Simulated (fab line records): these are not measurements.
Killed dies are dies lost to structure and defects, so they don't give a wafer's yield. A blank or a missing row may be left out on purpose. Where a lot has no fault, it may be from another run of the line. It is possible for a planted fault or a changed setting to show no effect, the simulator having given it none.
Which tool was responsible? -- flow n5Finfet -- 24 lots, 72 wafers sampled, at 6 steps of a route of 1938

WHAT THE GAUGES READ, wafer by wafer
N5_BEOL_M5_INSPECT_30: inspects for defects (brightfield).
lot,measured,on,rawDefectCount
L074,day 7 19:29,defectInspect-02,404 443 462
L076,day 8 11:31,defectInspect-01,386 452 408
L075,day 8 16:49,defectInspect-01,436 534 480
L077,day 8 18:15,defectInspect-02,516 525 589
L078,day 8 18:50,defectInspect-02,475 362 329
L079,day 8 23:07,defectInspect-01,357 322 350
L081,day 9 11:04,defectInspect-02,454 398 437
L080,day 9 13:49,defectInspect-02,444 352 473
L082,day 9 19:56,defectInspect-01,366 561 706
L084,day 10 10:16,defectInspect-01,322 348 433
L083,day 10 10:47,defectInspect-02,414 316 522
L085,day 10 15:54,defectInspect-01,341 356 342
L086,day 10 18:31,defectInspect-01,360 479 451
L087,day 11 14:30,defectInspect-02,325 268 376
L088,day 11 18:41,defectInspect-02,492 496 574
L089,day 11 22:41,defectInspect-02,278 341 291
L090,day 12 01:21,defectInspect-02,518 482 616
L091,day 12 04:50,defectInspect-02,386 297 453
L093,day 12 08:25,defectInspect-01,403 349 367
L092,day 12 12:28,defectInspect-02,406 227 447
L094,day 13 04:07,defectInspect-02,575 358 284
L095,day 13 12:13,defectInspect-01,470 416 450
L096,day 13 16:11,defectInspect-01,367 255 304
L097,day 13 16:14,defectInspect-02,651 412 327

N5_BEOL_M5_CD_MEAS_35: target cd 28 nm, target cd y 24 nm.
lot,measured,on,cdNm (nm)
L074,day 7 20:09,cdSem-02,27.7 27.7 28.0
L076,day 8 12:11,cdSem-02,28.3 27.9 28.4
L075,day 8 17:35,cdSem-03,27.7 28.1 28.5
L077,day 8 18:53,cdSem-01,28.5 28.3 28.0
L078,day 8 19:37,cdSem-01,28.1 28.0 28.3
L079,day 8 23:43,cdSem-02,28.7 28.4 28.1
L081,day 9 11:41,cdSem-03,27.7 28.2 27.6
L080,day 9 14:26,cdSem-01,28.6 28.1 28.0
L082,day 9 20:38,cdSem-02,27.8 28.0 28.2
L084,day 10 10:52,cdSem-03,28.3 28.2 28.0
L083,day 10 11:55,cdSem-03,27.8 28.2 28.5
L085,day 10 16:46,cdSem-03,27.9 27.9 27.9
L086,day 10 19:07,cdSem-03,28.1 27.5 28.1
L087,day 11 15:07,cdSem-01,27.9 27.8 28.7
L088,day 11 19:17,cdSem-01,28.4 28.5 28.5
L089,day 11 23:38,cdSem-03,28.0 28.1 28.5
L090,day 12 02:55,cdSem-01,27.9 28.7 28.7
L091,day 12 05:32,cdSem-03,27.3 28.3 27.9
L093,day 12 09:07,cdSem-03,28.0 27.8 28.1
L092,day 12 13:14,cdSem-02,28.1 29.0 28.1
L094,day 13 04:58,cdSem-02,27.7 27.4 28.2
L095,day 13 12:49,cdSem-03,27.9 28.6 27.6
L096,day 13 16:48,cdSem-01,27.7 27.9 28.0
L097,day 13 17:10,cdSem-03,28.4 28.4 28.6

N5_BEOL_M6_INSPECT_30: inspects for defects (brightfield).
lot,measured,on,rawDefectCount
L074,day 8 07:58,defectInspect-01,285 285 336
L076,day 8 23:20,defectInspect-02,383 603 563
L075,day 9 05:08,defectInspect-01,342 275 279
L077,day 9 08:43,defectInspect-02,340 238 315
L078,day 9 08:46,defectInspect-02,399 377 353
L079,day 9 10:49,defectInspect-02,738 540 449
L081,day 9 23:38,defectInspect-02,459 562 484
L080,day 10 01:29,defectInspect-02,267 305 356
L082,day 10 09:05,defectInspect-02,499 422 367
L084,day 10 22:12,defectInspect-01,382 436 436
L083,day 11 02:04,defectInspect-01,353 306 328
L085,day 11 05:33,defectInspect-01,363 577 472
L086,day 11 08:05,defectInspect-02,350 405 286
L087,day 12 01:13,defectInspect-02,394 371 313
L088,day 12 05:00,defectInspect-02,662 547 482
L089,day 12 12:20,defectInspect-01,324 402 251
L090,day 12 19:06,defectInspect-02,438 532 485
L091,day 12 18:56,defectInspect-01,517 621 538
L093,day 12 21:02,defectInspect-02,516 795 702
L092,day 12 23:23,defectInspect-01,418 516 535
L094,day 13 20:41,defectInspect-01,459 351 422
L095,day 14 01:04,defectInspect-02,350 423 424
L096,day 14 04:13,defectInspect-02,451 479 361
L097,day 14 07:06,defectInspect-01,360 405 351

EACH LOT AND THE TOOL THAT RAN IT (in order: tool; ch and the chambers of the sampled wafers; start)
lot,N5_BEOL_M5_STRIP_91,N5_BEOL_M5_PRE_CLEAN_77,N5_BEOL_M6_ETCH_62
L074,"rieDiel-02 ch 0,1,2, day 7 20:09 or earlier","cvdCo-01 ch 0,1, day 8 03:01","rieDiel-03 ch 1,3, day 8 06:57"
L076,"rieDiel-05 ch 0,2,3, day 8 12:11 or earlier","cvdCo-02 ch 1,2, day 8 19:05","rieDiel-03 ch 2,3, day 8 22:17"
L075,"rieDiel-05 ch 0,2, day 8 17:35 or earlier","cvdCo-02 ch 1,2, day 9 00:17","rieDiel-03 ch 1,2, day 9 02:55"
L077,"rieDiel-02 ch 0,1,3, day 8 18:53 or earlier","cvdCo-01 ch 0,2, day 9 02:43","rieDiel-06 ch 1,2,3, day 9 07:00"
L078,"rieDiel-02 ch 0,1,3, day 8 19:37 or earlier","cvdCo-02 ch 1,2, day 9 03:19","rieDiel-06 ch 1,2,3, day 9 07:16"
L079,"rieDiel-05 ch 0,1, day 8 23:43 or earlier","cvdCo-01 ch 0,1,2, day 9 06:34","rieDiel-06 ch 1,2, day 9 09:56"
L081,"rieDiel-02 ch 0,2,3, day 9 11:41 or earlier","cvdCo-02 ch 1,2, day 9 18:01","rieDiel-06 ch 0,2,3, day 9 19:37"
L080,"rieDiel-02 ch 0,1,3, day 9 14:26 or earlier","cvdCo-01 ch 0,1, day 9 21:32","rieDiel-01 ch 1,2,3, day 10 00:41"
L082,"rieDiel-05 ch 1,2,3, day 9 20:38 or earlier","cvdCo-01 ch 1,2, day 10 04:50","rieDiel-01 ch 2,3, day 10 08:04"
L084,"rieDiel-04 ch 0,3, day 10 10:52 or earlier","cvdCo-02 ch 0,1,2, day 10 17:04","rieDiel-06 ch 2,3, day 10 19:10"
L083,"rieDiel-04 ch 0,1,2, day 10 11:55 or earlier","cvdCo-01 ch 0,1,2, day 10 19:34","rieDiel-03 ch 1,2,3, day 10 23:53"
L085,"rieDiel-04 ch 0,3, day 10 16:46 or earlier","cvdCo-01 ch 0,2, day 10 23:57","rieDiel-06 ch 1,3, day 11 03:28"
L086,"rieDiel-02 ch 1,2,3, day 10 19:07 or earlier","cvdCo-01 ch 0,2, day 11 03:28","rieDiel-03 ch 1,3, day 11 07:02"
L087,"rieDiel-02 ch 0,2, day 11 15:07 or earlier","cvdCo-02 ch 0,1,2, day 11 21:20","rieDiel-03 ch 1,2, day 12 00:03"
L088,"rieDiel-05 ch 0,1,3, day 11 19:17 or earlier","cvdCo-01 ch 0,2, day 12 01:31","rieDiel-03 ch 1,2, day 12 03:22"
L089,"rieDiel-04 ch 0,1, day 11 23:38 or earlier","cvdCo-01 ch 0,1,2, day 12 07:20","rieDiel-06 ch 2,3, day 12 09:58"
L090,"rieDiel-05 ch 0,1, day 12 02:55 or earlier","cvdCo-01 ch 0,1,2, day 12 10:01","rieDiel-06 ch 0,2,3, day 12 14:04"
L091,"rieDiel-02 ch 0,1, day 12 05:32 or earlier","cvdCo-01 ch 0,1,2, day 12 12:18","rieDiel-06 ch 2,3, day 12 14:26"
L093,"rieDiel-02 ch 0,1,2, day 12 09:07 or earlier","cvdCo-02 ch 0,1,2, day 12 15:59","rieDiel-01 ch 0,1, day 12 20:13"
L092,"rieDiel-05 ch 0,2, day 12 13:14 or earlier","cvdCo-01 ch 0,1,2, day 12 20:07","rieDiel-03 ch 1,2,3, day 12 22:16"
L094,"rieDiel-04 ch 0,1,2, day 13 04:58 or earlier","cvdCo-01 ch 0,1,2, day 13 13:44","rieDiel-06 ch 0,2,3, day 13 17:40"
L095,"rieDiel-05 ch 0,2, day 13 12:49 or earlier","cvdCo-02 ch 1,2, day 13 20:16","rieDiel-01 ch 1,2,3, day 13 23:44"
L096,"rieDiel-05 ch 2,3, day 13 16:48 or earlier","cvdCo-01 ch 0,1,2, day 13 23:20","rieDiel-01 ch 1,2,3, day 14 02:27"
L097,"rieDiel-02 ch 0,1,2, day 13 17:10 or earlier","cvdCo-02 ch 0,1, day 14 01:25","rieDiel-06 ch 0,2, day 14 05:43"
- N5_BEOL_M5_STRIP_91: strips in N2/H2, time 10 s.
- N5_BEOL_M5_PRE_CLEAN_77: time 15 s.
- N5_BEOL_M6_ETCH_62: etches SOC in N2/H2, target depth 110 nm, overetch 22 nm, time 165 s.

AS READ BY THE TOOLS THEMSELVES (means over the sampled wafers that have a number; for cases with no such wafer, the mark the record gives instead)
N5_BEOL_M5_STRIP_91.
lot,tool,drypumpMotorCurrentA (A),oesProductAu (a.u.),rfVppV (V),showerheadPlenumPTorr (Torr),throttleValvePct (%)
L074,rieDiel-02,6.0,0.74,59.6,2.53,23.9
L076,rieDiel-05,5.9,0.78,59.0,2.55,23.5
L075,rieDiel-05,5.8,0.79,60.2,2.59,23.7
L077,rieDiel-02,5.9,0.75,59.6,2.49,23.8
L078,rieDiel-02,5.9,0.74,58.5,2.49,23.8
L079,rieDiel-05,6.2,0.78,58.9,2.58,23.8
L081,rieDiel-02,6.0,0.72,58.6,2.55,23.7
L080,rieDiel-02,5.9,0.74,58.1,2.49,23.8
L082,rieDiel-05,5.9,0.72,59.0,2.56,23.5
L084,rieDiel-04,5.2,0.80,59.4,2.44,23.3
L083,rieDiel-04,5.6,0.77,59.5,2.50,23.6
L085,rieDiel-04,5.3,0.88,60.1,2.46,23.1
L086,rieDiel-02,6.0,0.72,59.4,2.53,23.9
L087,rieDiel-02,6.0,0.71,59.3,2.54,23.8
L088,rieDiel-05,6.2,0.74,59.3,2.53,23.6
L089,rieDiel-04,5.2,0.75,58.8,2.47,23.6
L090,rieDiel-05,6.2,0.70,58.5,2.59,23.7
L091,rieDiel-02,5.8,0.73,59.1,2.48,23.9
L093,rieDiel-02,6.0,0.72,58.3,2.52,23.9
L092,rieDiel-05,5.6,0.72,59.3,2.60,23.6
L094,rieDiel-04,5.5,0.76,59.1,2.50,23.6
L095,rieDiel-05,5.6,0.71,59.5,2.60,23.6
L096,rieDiel-05,5.6,0.70,58.2,2.56,23.4
L097,rieDiel-02,6.0,0.71,59.3,2.51,23.9

N5_BEOL_M5_PRE_CLEAN_77.
lot,tool,heaterPowerOuterW (W),heaterPowerW (W)
L074,cvdCo-01,23,92
L076,cvdCo-02,4,61
L075,cvdCo-02,5,65
L077,cvdCo-01,20,81
L078,cvdCo-02,6,64
L079,cvdCo-01,21,86
L081,cvdCo-02,5,66
L080,cvdCo-01,23,90
L082,cvdCo-01,21,83
L084,cvdCo-02,14,72
L083,cvdCo-01,21,84
L085,cvdCo-01,21,86
L086,cvdCo-01,21,86
L087,cvdCo-02,14,73
L088,cvdCo-01,22,87
L089,cvdCo-01,22,85
L090,cvdCo-01,21,87
L091,cvdCo-01,21,86
L093,cvdCo-02,14,73
L092,cvdCo-01,21,85
L094,cvdCo-01,21,85
L095,cvdCo-02,6,65
L096,cvdCo-01,21,86
L097,cvdCo-02,15,76

N5_BEOL_M6_ETCH_62.
lot,tool,drypumpMotorCurrentA (A),oesProductAu (a.u.),rfVppV (V),showerheadPlenumPTorr (Torr),throttleValvePct (%)
L074,rieDiel-03,5.1,0.72,522.3,2.50,17.48
L076,rieDiel-03,5.8,0.73,523.7,2.52,17.79
L075,rieDiel-03,5.5,0.63,520.8,2.42,17.80
L077,rieDiel-06,5.2,0.68,523.0,2.50,17.83
L078,rieDiel-06,5.2,0.67,522.0,2.50,17.82
L079,rieDiel-06,5.3,0.66,523.5,2.52,17.83
L081,rieDiel-06,5.1,0.65,523.3,2.52,17.98
L080,rieDiel-01,5.8,0.71,526.0,2.62,17.80
L082,rieDiel-01,6.1,0.69,527.0,2.68,17.77
L084,rieDiel-06,5.1,0.67,521.0,2.46,17.95
L083,rieDiel-03,5.5,0.67,522.5,2.48,17.74
L085,rieDiel-06,5.2,0.66,523.6,2.52,17.75
L086,rieDiel-03,5.2,0.69,521.6,2.49,17.53
L087,rieDiel-03,5.2,0.63,521.1,2.43,17.64
L088,rieDiel-03,5.5,0.61,520.2,2.41,17.86
L089,rieDiel-06,5.1,0.66,521.9,2.46,17.97
L090,rieDiel-06,5.1,0.64,522.5,2.51,18.04
L091,rieDiel-06,5.0,0.66,521.5,2.46,17.87
L093,rieDiel-01,5.7,0.69,522.0,2.48,17.82
L092,rieDiel-03,5.5,0.66,521.5,2.47,17.75
L094,rieDiel-06,5.0,0.63,522.9,2.51,18.04
L095,rieDiel-01,5.8,0.68,525.4,2.60,17.85
L096,rieDiel-01,5.8,0.68,524.8,2.60,17.86
L097,rieDiel-06,5.1,0.61,524.9,2.56,18.21

THE ANSWER, worked out from the rows above alone
Rule: the lots themselves supply what counts as usual. Put in order of their means at a reading, lots are off if they are a third of the lots or fewer, leave a main group of 4 or more, and stand apart from it by a gap of 3 or more times the standard deviation of the main group's means; of several such gaps the widest counts. A main group is skipped when, at the precision printed for the reading in the tables above, its means are all equal. Also off: a lot with no number at a reading for which 4 or more lots have one. The other lots that the step has rows for count as sound. After the gauges, taken in route order, come the tools' own readings; for these a lot's mean is taken, as printed above. The first step at which some lot is off is used, and at that step the reading that is off furthest; a lot without a number counts as furthest.
No lot is off on any of the readings shown, so nothing can be concluded from this.

WHAT THE SIMULATOR HAD PUT IN
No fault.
